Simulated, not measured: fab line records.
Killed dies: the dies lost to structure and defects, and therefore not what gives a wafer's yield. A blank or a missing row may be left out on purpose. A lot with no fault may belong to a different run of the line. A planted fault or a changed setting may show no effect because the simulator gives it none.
Split-lot study / flow n5-finfet / 21 wafers read across 7 lots, on a route 1938 steps long

## SPLIT DETAILS
At N5_HKMG_FIN_ETCH_54 (etches SiARC in CF4, target depth 45.5 nm, time 75.8 s), the setting source-w was moved away from the recipe's 545 W on 7 of the 21 wafers read, by +7.6% to +13.6%. The other wafers ran this setting at the recipe's value.

The reading is taken at the split's own step.

## THE READING
rf-vpp-V, in V, at N5_HKMG_FIN_ETCH_54 (etches SiARC in CF4, target depth 45.5 nm, time 75.8 s). Typical for fault-free wafers on this fab line: 183.7 V, with standard deviation 1.4 V.

wafer=L077.1; tool, chamber at the split=rie-diel-03, 1; source-w as run, W=619.3; against the recipe=+13.6%; rf-vpp-V, V=177.2; against lot-mates on the recipe=-5.9
wafer=L077.2; tool, chamber at the split=rie-diel-03, 2; source-w as run, W=545; against the recipe=recipe; rf-vpp-V, V=183.1; against lot-mates on the recipe=-
wafer=L077.4; tool, chamber at the split=rie-diel-03, 3; source-w as run, W=619.3; against the recipe=+13.6%; rf-vpp-V, V=176.4; against lot-mates on the recipe=-6.7
wafer=L082.1; tool, chamber at the split=rie-diel-03, 0; source-w as run, W=606.9; against the recipe=+11.4%; rf-vpp-V, V=177.2; against lot-mates on the recipe=-7.7
wafer=L082.4; tool, chamber at the split=rie-diel-03, 1; source-w as run, W=606.9; against the recipe=+11.4%; rf-vpp-V, V=177.6; against lot-mates on the recipe=-7.3
wafer=L082.5; tool, chamber at the split=rie-diel-03, 1; source-w as run, W=545; against the recipe=recipe; rf-vpp-V, V=184.9; against lot-mates on the recipe=-
wafer=L085.1; tool, chamber at the split=rie-diel-06, 0; source-w as run, W=600; against the recipe=+10.1%; rf-vpp-V, V=179.1; against lot-mates on the recipe=-4.3
wafer=L085.3; tool, chamber at the split=rie-diel-06, 2; source-w as run, W=545; against the recipe=recipe; rf-vpp-V, V=184.2; against lot-mates on the recipe=-
wafer=L085.4; tool, chamber at the split=rie-diel-06, 3; source-w as run, W=545; against the recipe=recipe; rf-vpp-V, V=182.7; against lot-mates on the recipe=-
wafer=L086.2; tool, chamber at the split=rie-diel-06, 2; source-w as run, W=545; against the recipe=recipe; rf-vpp-V, V=183.2; against lot-mates on the recipe=-
wafer=L086.5; tool, chamber at the split=rie-diel-06, 2; source-w as run, W=545; against the recipe=recipe; rf-vpp-V, V=183.7; against lot-mates on the recipe=-
wafer=L086.6; tool, chamber at the split=rie-diel-06, 1; source-w as run, W=545; against the recipe=recipe; rf-vpp-V, V=185.2; against lot-mates on the recipe=-
wafer=L089.1; tool, chamber at the split=rie-diel-06, 1; source-w as run, W=545; against the recipe=recipe; rf-vpp-V, V=184.9; against lot-mates on the recipe=-
wafer=L089.3; tool, chamber at the split=rie-diel-06, 3; source-w as run, W=545; against the recipe=recipe; rf-vpp-V, V=184.9; against lot-mates on the recipe=-
wafer=L089.4; tool, chamber at the split=rie-diel-06, 1; source-w as run, W=545; against the recipe=recipe; rf-vpp-V, V=185.0; against lot-mates on the recipe=-
wafer=L092.2; tool, chamber at the split=rie-diel-05, 1; source-w as run, W=586.4; against the recipe=+7.6%; rf-vpp-V, V=176.8; against lot-mates on the recipe=-5.5
wafer=L092.4; tool, chamber at the split=rie-diel-05, 1; source-w as run, W=545; against the recipe=recipe; rf-vpp-V, V=182.3; against lot-mates on the recipe=-
wafer=L092.6; tool, chamber at the split=rie-diel-05, 0; source-w as run, W=586.4; against the recipe=+7.6%; rf-vpp-V, V=177.0; against lot-mates on the recipe=-5.3
wafer=L094.3; tool, chamber at the split=rie-diel-03, 3; source-w as run, W=545; against the recipe=recipe; rf-vpp-V, V=184.7; against lot-mates on the recipe=-
wafer=L094.5; tool, chamber at the split=rie-diel-03, 1; source-w as run, W=545; against the recipe=recipe; rf-vpp-V, V=183.3; against lot-mates on the recipe=-
wafer=L094.6; tool, chamber at the split=rie-diel-03, 0; source-w as run, W=545; against the recipe=recipe; rf-vpp-V, V=183.0; against lot-mates on the recipe=-

THE FIT
A straight line over all 21 wafers: rf-vpp-V changes by -0.577 V for each +1% of source-w; r = -0.93; the points scatter about the line by 1.2 V.
The same after taking each lot's own level away (the mean of its wafers on the recipe; 21 wafers): -0.545 V for each +1%; r = -0.96; scatter 0.91 V.
According to that fit, moving source-w by its largest amount changes the reading by 7.4 V.
Measured against the standard deviation above, the lots' own levels, which go from 182.30 to 184.93 V, span 1.9 times it.
So the lot-to-lot level changes the slope little: the two slopes agree.
Check: with one of the wafers moved furthest among these (+13.6%) left out of the fit, the line predicts -7.98 V for it against its lot-mates. Against them it came out at -5.9 V.
Tool readings at the split's step, against how far the setting was moved: etch-rf-on-time-s r = -0.93; rf-vpp-V r = -0.93.

## ADDITIONAL SPLITS CARRIED BY THESE WAFERS
Other splits were also applied to these wafers ahead of the reading. Each is held against what the fit with the lots' levels taken away leaves over:
other split on the same wafers=N5_SD_EPI_N_PEB_07 peb-temp-c; wafers away from the commonest value=9; r with rf-vpp-V (lot level and that fit taken away)=+0.02
other split on the same wafers=N5_SD_EPI_P_COAT_34 spin-rpm; wafers away from the commonest value=3; r with rf-vpp-V (lot level and that fit taken away)=-0.04
other split on the same wafers=N5_SD_EPI_P_COAT_35 spin-rpm; wafers away from the commonest value=7; r with rf-vpp-V (lot level and that fit taken away)=+0.66
other split on the same wafers=N5_HKMG_FIN_COAT_43 spin-rpm; wafers away from the commonest value=5; r with rf-vpp-V (lot level and that fit taken away)=+0.02

## THE WHOLE CHAIN: every reading that the file lists as answering this split, in the file's order
step=N5_HKMG_FIN_ETCH_54; what it does=etches SiARC in CF4, target depth 45.5 nm, time 75.8 s; reading=etch-rf-on-time-s; change (the file's fit)=withheld for each +1% of the setting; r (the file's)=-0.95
step=N5_HKMG_FIN_ETCH_54; what it does=etches SiARC in CF4, target depth 45.5 nm, time 75.8 s; reading=rf-vpp-V; change (the file's fit)=-0.541 V for each +1% of the setting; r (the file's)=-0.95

## FILE'S OWN FIT
rf-vpp-V changes by -0.541 V for each +1% of source-w, r = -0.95.
